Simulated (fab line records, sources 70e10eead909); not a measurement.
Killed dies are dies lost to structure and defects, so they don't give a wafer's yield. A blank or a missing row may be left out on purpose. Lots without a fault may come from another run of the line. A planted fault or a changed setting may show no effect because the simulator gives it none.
fab line records | flow nand_harc
record lots=11 wafers=33 last_day=25
route steps=1159 shown P_ZERO_WELL@26 P_GATE@132
lots that met no fault: from a run of the same line without faults
start_h: hours from the record's first day to the start of the lot's first wafer shown | wait_h: hours since the lot's step before | " the same as in the row above | L1.1+2: a row that stands for several wafers | - no value, or no start given | * or withheld: withheld | < > ~ a bound
route shown NAME@n: a module of which the file shows steps, and the number in the route of the first | usual: mean/standard deviation of fault-free wafers | same: alike in all rows | chamber/n: place in a boat | sites: the reading at each site | _std_site: their standard deviation | _edge_site: outer sites' mean less inner sites' | radius_mm: how far each site lies from the wafer's centre | mask NAME#n: copy n | behind: the tool/chamber that last shaped the wafer | hold: why the lot was held/for how many hours/how that ended | device: the transistor (n, p or np) that didn't switch | end of line: the same wafers' tests at the end of the route | a step without rows: its recipe alone | killed: dies lost to structure and defects at the first sort, not the wafer's yield | map: a wafer's dies, x killed, . not, _ none there
set.NAME: the setting as run; set.NAME@STEP: as run at that earlier step | model.NAME: the simulator's own value behind a step, which no gauge read
steps of the route over a sample of lots; a table a step, a row a wafer
services: from which hour (start_h, from the record's first day; less than 0 if before it) a tool's chamber was out of use, for how many hours, and why
## steps
# step NHARC_P_ZERO_WELL_EXPOSE_21
# recipe na=0.6 target_cd_nm=720 dose_mj=22.31 mask_id=P_NWELL
# usual exposure_dose_mJ_cm2=22.318/0.022 reticle_temp_C=22.99/0.097
# columns lot.wafer tool chamber start_h wait_h mask exposure_dose_mJ_cm2 reticle_temp_C
L148.4 krf_scanner-04 0 14.52 - P_NWELL#0 22.315 22.92
L148.5 " 0 " " P_NWELL#0 22.309 22.86
L148.6 " 0 " " P_NWELL#0 22.284 22.88
L149.3 krf_scanner-01 0 20.47 - P_NWELL#0 22.290 22.96
L149.5 " 0 " " P_NWELL#0 22.298 22.96
L149.6 " 0 " " P_NWELL#0 22.302 22.92
L154.1 krf_scanner-04 0 50.44 - P_NWELL#0 22.334 22.94
L154.2 " 0 " " P_NWELL#0 22.323 23.08
L154.3 " 0 " " P_NWELL#0 22.318 22.88
L155.3 krf_scanner-04 0 56.33 - P_NWELL#0 22.308 23.07
L155.4 " 0 " " P_NWELL#0 22.300 23.07
L155.6 " 0 " " P_NWELL#0 22.350 22.88
L156.1 krf_scanner-04 0 62.26 - P_NWELL_R1#0 22.315 22.89
L156.4 " 0 " " P_NWELL_R1#0 22.325 22.88
L156.5 " 0 " " P_NWELL_R1#0 22.316 22.87
L158.1 krf_scanner-04 0 74.33 - P_NWELL#0 22.303 23.05
L158.4 " 0 " " P_NWELL#0 22.332 22.95
L158.5 " 0 " " P_NWELL#0 22.269 23.04
L159.4 krf_scanner-04 0 80.33 - P_NWELL#0 22.318 23.05
L159.5 " 0 " " P_NWELL#0 22.342 23.13
L159.6 " 0 " " P_NWELL#0 22.323 23.08
L166.2 krf_scanner-02 0 122.45 - P_NWELL#0 22.355 23.17
L166.3 " 0 " " P_NWELL#0 22.328 22.93
L166.6 " 0 " " P_NWELL#0 22.323 22.99
L169.2 krf_scanner-02 0 140.31 - P_NWELL#0 22.302 22.80
L169.4 " 0 " " P_NWELL#0 22.316 22.97
L169.6 " 0 " " P_NWELL#0 22.272 22.91
L170.2 krf_scanner-02 0 146.32 - P_NWELL#0 22.348 23.05
L170.3 " 0 " " P_NWELL#0 22.338 23.16
L170.5 " 0 " " P_NWELL#0 22.335 23.15
L171.1 krf_scanner-01 0 152.45 - P_NWELL#0 22.309 22.90
L171.2 " 0 " " P_NWELL#0 22.288 23.06
L171.6 " 0 " " P_NWELL#0 22.320 22.89
# step NHARC_P_ZERO_WELL_CD_MEAS_24
# recipe target_cd_nm=720 landing_energy_ev=500
# usual cd_nm=720.2/1.4
# columns lot.wafer tool chamber start_h wait_h cd_nm
L148.4 cd_sem-02 0 14.66 - 723.5
L148.5 " 0 " " 720.8
L148.6 " 0 " " 721.3
L149.3 cd_sem-02 0 20.62 - 719.6
L149.5 " 0 " " 719.5
L149.6 " 0 " " 719.2
L154.1 cd_sem-01 0 50.59 - 721.2
L154.2 " 0 " " 720.9
L154.3 " 0 " " 720.3
L155.3 cd_sem-03 0 56.48 - 720.5
L155.4 " 0 " " 720.5
L155.6 " 0 " " 721.8
L156.1 cd_sem-02 0 62.42 - 707.3
L156.4 " 0 " " 708.7
L156.5 " 0 " " 707.3
L158.1 cd_sem-02 0 74.48 - 719.7
L158.4 " 0 " " 720.6
L158.5 " 0 " " 721.9
L159.4 cd_sem-03 0 80.49 - 718.5
L159.5 " 0 " " 719.5
L159.6 " 0 " " 718.7
L166.2 cd_sem-02 0 122.60 - 720.6
L166.3 " 0 " " 719.0
L166.6 " 0 " " 720.7
L169.2 cd_sem-01 0 140.47 - 720.9
L169.4 " 0 " " 721.7
L169.6 " 0 " " 721.1
L170.2 cd_sem-02 0 146.48 - 719.4
L170.3 " 0 " " 720.6
L170.5 " 0 " " 718.0
L171.1 cd_sem-03 0 152.61 - 721.8
L171.2 " 0 " " 719.6
L171.6 " 0 " " 719.7
# step NHARC_P_GATE_DEP_103
# recipe target_thk_a=300 target_thk_nm=30 temp_c=400 flow_sccm=200 rf_w=350 material=SiON
# usual heater_power_w=780/130 rf_fwd_power_W=348.7/1.2
# columns lot.wafer tool chamber start_h wait_h heater_power_w rf_fwd_power_W
L149.3 pecvd-03 2 90.96 0.3 814 346.7
L149.5 " 0 " " 668 348.8
L149.6 " 1 " " 711 348.0
L148.5 pecvd-01 1 91.10 0.2 1016 349.0
L148.6 " 2 " " 824 347.6
L148.4 " 0 " " 702 346.8
L155.3 pecvd-04 0 129.23 0.4 878 347.0
L155.6 " 0 " " 897 349.2
L155.4 " 1 " " 906 350.8
L154.1 pecvd-04 2 129.41 0.6 804 348.1
L154.2 " 0 " " 733 349.5
L154.3 " 1 " " 927 348.7
L156.1 pecvd-01 2 139.72 0.6 761 347.0
L156.5 " 0 " " 590 347.8
L156.4 " 2 " " 782 346.8
L158.1 pecvd-01 0 147.84 0.6 705 346.6
L158.4 " 1 " " 1017 348.4
L158.5 " 2 " " 757 349.3
L159.5 pecvd-03 2 165.27 0.2 824 348.8
L159.4 " 0 " " 666 348.6
L159.6 " 1 " " 649 349.6
L166.3 pecvd-01 2 199.82 0.4 796 347.4
L166.2 " 0 " " 642 347.8
L166.6 " 0 " " 639 348.1
L169.2 pecvd-03 0 212.44 0.5 717 348.6
L169.6 " 2 " " 785 347.0
L169.4 " 0 " " 705 349.5
L170.2 pecvd-03 1 222.82 0.5 691 347.3
L170.3 " 2 " " 835 348.2
L170.5 " 0 " " 660 348.1
L171.2 pecvd-03 0 227.07 0.5 608 349.7
L171.1 " 1 " " 690 349.1
L171.6 " 1 " " 677 350.0
# step NHARC_P_GATE_ETCHBACK_37
# recipe target_depth_a=345 time_s=17.2 chf3_flow_sccm=50 o2_flow_sccm=10 ar_flow_sccm=200 rf_w=500 bias_w=200 chemistry=CHF3/O2
# usual drypump_motor_current_A=5.6/0.37 mfc_ar_sccm=199.9/0.55 oes_product_au=0.95/0.038 rf_fwd_power_W=490.4/2.8 rf_vpp_V=371.8/2.3 showerhead_plenum_p_Torr=2.46/0.097 throttle_valve_pct=20.573/0.0086
# same time_s=17.2
# columns lot.wafer tool chamber start_h wait_h drypump_motor_current_A mfc_ar_sccm oes_product_au rf_fwd_power_W rf_hours_counter_h rf_vpp_V showerhead_plenum_p_Torr throttle_valve_pct
L149.3 rie_diel-03 1 - - 5.6 200.6 1.00 491.0 11 375.4 2.57 20.568
L149.6 " 1 " " 5.5 199.3 0.99 492.8 - 374.8 2.57 20.577
L149.5 " 2 " " 5.3 199.7 0.99 490.6 - 373.0 2.50 20.570
L148.4 rie_diel-11 0 - - 5.3 200.4 0.93 490.7 25 370.4 2.42 20.563
L148.6 " 0 " " 5.3 199.9 0.92 490.3 - 371.6 2.42 20.570
L148.5 " 1 " " 5.5 199.0 0.92 488.3 - 371.6 2.48 20.575
L154.3 rie_diel-03 1 - - 5.5 200.5 0.92 491.5 17 374.0 2.57 20.570
L154.2 " 2 " " 5.4 198.9 0.92 488.5 18 372.9 2.50 20.569
L154.1 " 3 " " 6.3 199.5 0.92 497.4 18 372.1 2.49 20.562
L155.3 rie_diel-03 0 - - 5.4 199.9 0.92 489.8 17 365.8 2.28 20.579
L155.4 " 1 " " 5.6 199.8 0.92 492.1 17 373.6 2.57 20.569
L155.6 " 0 " " 5.4 200.2 0.92 492.9 - 367.8 2.28 20.568
L156.1 rie_diel-03 0 - - 5.4 199.4 0.92 490.0 19 369.5 2.28 20.578
L156.5 " 0 " " 5.4 199.6 0.92 489.8 - 367.8 2.28 20.583
L156.4 " 2 " " 5.4 200.1 0.91 486.8 - 373.3 2.50 20.586
L158.1 rie_diel-04 0 - - 5.9 200.8 1.01 488.4 15 371.4 2.48 20.571
L158.4 " 2 " " 5.7 200.5 0.99 489.4 15 368.5 2.36 20.588
L158.5 " 3 " " 6.2 199.6 1.00 489.3 - 370.1 2.44 20.582
L159.4 rie_diel-03 0 - - 5.4 200.3 1.00 486.4 25 368.0 2.28 20.569
L159.5 " 2 " " 5.4 199.2 0.99 489.3 - 373.5 2.50 20.569
L159.6 " 3 " " 6.4 200.1 1.00 494.9 - 372.4 2.49 20.566
L166.3 rie_diel-03 2 - - 5.4 200.3 0.98 488.9 32 372.5 2.49 20.580
L166.2 " 3 " " 6.3 200.7 0.99 496.0 27 372.1 2.49 20.588
L166.6 " 3 " " 6.3 199.9 0.99 495.0 - 373.4 2.49 20.573
L169.2 rie_diel-04 1 - - 5.0 198.5 0.92 493.0 42 370.6 2.38 20.564
L169.4 " 0 " " 6.0 199.7 0.94 486.2 44 372.0 2.47 20.588
L169.6 " 2 " " 5.6 201.1 0.93 489.4 - 369.7 2.35 20.569
L170.2 rie_diel-03 2 - - 5.4 200.8 0.99 486.1 1 373.4 2.49 20.573
L170.3 " 0 " " 5.4 199.7 1.01 493.4 2 369.1 2.27 20.562
L170.5 " 2 " " 5.4 200.0 1.01 484.4 - 372.9 2.49 20.574
L171.2 rie_diel-03 0 - - 5.4 199.7 1.00 491.4 2 368.9 2.27 20.550
L171.1 " 2 " " 5.4 200.1 1.00 487.2 2 373.5 2.49 20.570
L171.6 " 0 " " 5.4 199.2 1.00 491.5 - 367.9 2.27 20.581
# step NHARC_P_GATE_DESCUM_48
# recipe time_s=3 o2_flow_sccm=200 ar_flow_sccm=0 bias_power_w=0 chemistry=O2
# usual drypump_motor_current_A=5.6/0.38 mfc_ar_sccm=0.008/0.0098 oes_product_au=0.997/0.0077 rf_vpp_V=58.0/0.79 showerhead_plenum_p_Torr=1.96/0.077 throttle_valve_pct=11.311/0.009
# same time_s=3
# columns lot.wafer tool chamber start_h wait_h drypump_motor_current_A mfc_ar_sccm oes_product_au rf_hours_counter_h rf_vpp_V showerhead_plenum_p_Torr throttle_valve_pct
L149.3 rie_diel-03 2 103.86 - 5.3 0.016 0.985 12 56.1 2.00 11.312
L149.6 " 1 " " 5.6 0.025 0.991 - 58.0 2.06 11.321
L149.5 " 2 " " 5.3 0.016 0.985 - 58.8 2.00 11.311
L148.4 rie_diel-03 3 104.02 - 6.4 0 0.996 12 57.5 1.99 11.321
L148.6 " 1 " " 5.5 0.025 0.996 - 58.4 2.06 11.315
L148.5 " 2 " " 5.4 0.016 0.998 - 58.7 2.00 11.308
L154.2 rie_diel-03 1 142.51 - 5.5 0.025 1.002 17 59.0 2.05 11.297
L154.3 " 2 " " 5.4 0.016 0.990 18 57.2 2.00 11.319
L154.1 " 3 " " 6.4 0 0.995 18 59.5 1.99 11.306
L155.4 rie_diel-03 2 142.67 - 5.3 0.016 0.988 18 58.4 2.00 11.294
L155.3 " 3 " " 6.4 0 0.994 18 60.0 1.99 11.319
L155.6 " 2 " " 5.3 0.016 0.993 - 57.1 2.00 11.316
L156.1 rie_diel-03 0 154.92 - 5.4 0 1.000 19 57.7 1.81 11.321
L156.4 " 2 " " 5.4 0.016 0.990 - 58.9 2.00 11.302
L156.5 " 0 " " 5.4 0 0.999 - 56.8 1.81 11.311
L158.4 rie_diel-11 3 160.91 - 5.9 0 0.992 46 58.1 1.98 11.326
L158.1 " 1 " " 5.5 0.007 1.001 45 58.8 1.97 11.309
L158.5 " 0 " " 5.3 0 1.003 - 58.6 1.92 11.321
L159.4 rie_diel-03 1 183.60 - 5.5 0.025 0.991 25 57.4 2.05 11.310
L159.6 " 1 " " 5.5 0.025 0.996 - 58.1 2.05 11.292
L159.5 " 2 " " 5.4 0.016 0.986 - 58.2 1.99 11.310
L166.3 rie_diel-11 1 213.39 - 5.5 0.007 1.007 5 58.8 1.96 11.316
L166.2 " 3 " " 5.9 0 1.008 4 58.5 1.97 11.296
L166.6 " 2 " " 6.0 0 0.999 - 59.4 2.06 11.323
L169.4 rie_diel-04 1 225.41 - 5.0 0 1.003 42 57.4 1.90 11.326
L169.2 " 2 " " 5.6 0 1.007 35 58.3 1.87 11.305
L169.6 " 1 " " 5.0 0 1.009 - 57.8 1.89 11.310
L170.3 rie_diel-03 0 235.85 - 5.4 0 0.999 2 57.5 1.81 11.325
L170.2 " 1 " " 5.6 0.025 0.992 2 58.7 2.05 11.320
L170.5 " 3 " " 6.3 0 0.999 - 56.9 1.99 11.315
L171.2 rie_diel-03 2 239.88 - 5.4 0.016 0.985 2 58.7 1.99 11.309
L171.1 " 3 " " 6.3 0 0.996 2 58.1 1.99 11.323
L171.6 " 3 " " 6.4 0 0.990 - 57.3 1.99 11.314
## services
# columns tool chamber start_h hours kind
krf_scanner-04 - -2.56 3.2 repair
rie_diel-11 - 12.59 9.0 pm
rie_diel-11 0 24.63 7.1 repair
krf_scanner-02 - 38.04 4.0 pm
rie_diel-03 - 38.30 9.0 pm
pecvd-01 - 56.00 13.0 pm
rie_diel-11 2 70.58 11.4 repair
pecvd-03 1 91.26 10.6 repair
rie_diel-03 - 94.39 0.5 repair
pecvd-03 - 111.00 13.0 pm
rie_diel-04 - 112.04 9.0 pm
pecvd-01 1 115.54 17.7 repair
krf_scanner-04 - 126.00 4.0 pm
krf_scanner-04 - 135.31 7.7 repair
rie_diel-11 1 139.63 2.1 repair
krf_scanner-04 - 145.20 0.4 repair
rie_diel-03 - 166.74 1.7 repair
pecvd-01 - 178.03 1.0 repair
krf_scanner-04 - 203.14 0.9 repair
rie_diel-03 - 215.33 9.0 pm
pecvd-01 2 228.91 5.2 repair
krf_scanner-04 - 230.90 0.7 repair
pecvd-03 0 231.24 10.6 repair
pecvd-01 - 237.14 13.0 pm
## key
first_sign step=NHARC_P_ZERO_WELL_EXPOSE_21 reading=mask direction=changed
effect step=NHARC_P_ZERO_WELL_CD_MEAS_24 reading=cd_nm direction=down sigmas=8.7 usual=720.2 struck=707.8
met_at NHARC_P_ZERO_WELL_EXPOSE_21
struck_lots L156
tester_left_out L156
not_acting_at NHARC_P_GATE_DEP_103,NHARC_P_GATE_ETCHBACK_37,NHARC_P_GATE_DESCUM_48
onset_between 56.33 62.26
fault kind=wrong_mask tool=any chamber=- onset_h=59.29 steps=NHARC_P_ZERO_WELL_EXPOSE_21 aux_copy=P_NWELL_R1#0 cd_offset_nm=-14.658 scope=struck_lots_only
# tester_left_out: of these lots the tester's yield and bins aren't shown, on N5 and GAA mostly nor the transistor test; their killed dies are dies lost to structure and defects alone, not to doping, threshold or leakage, so they don't give the yield
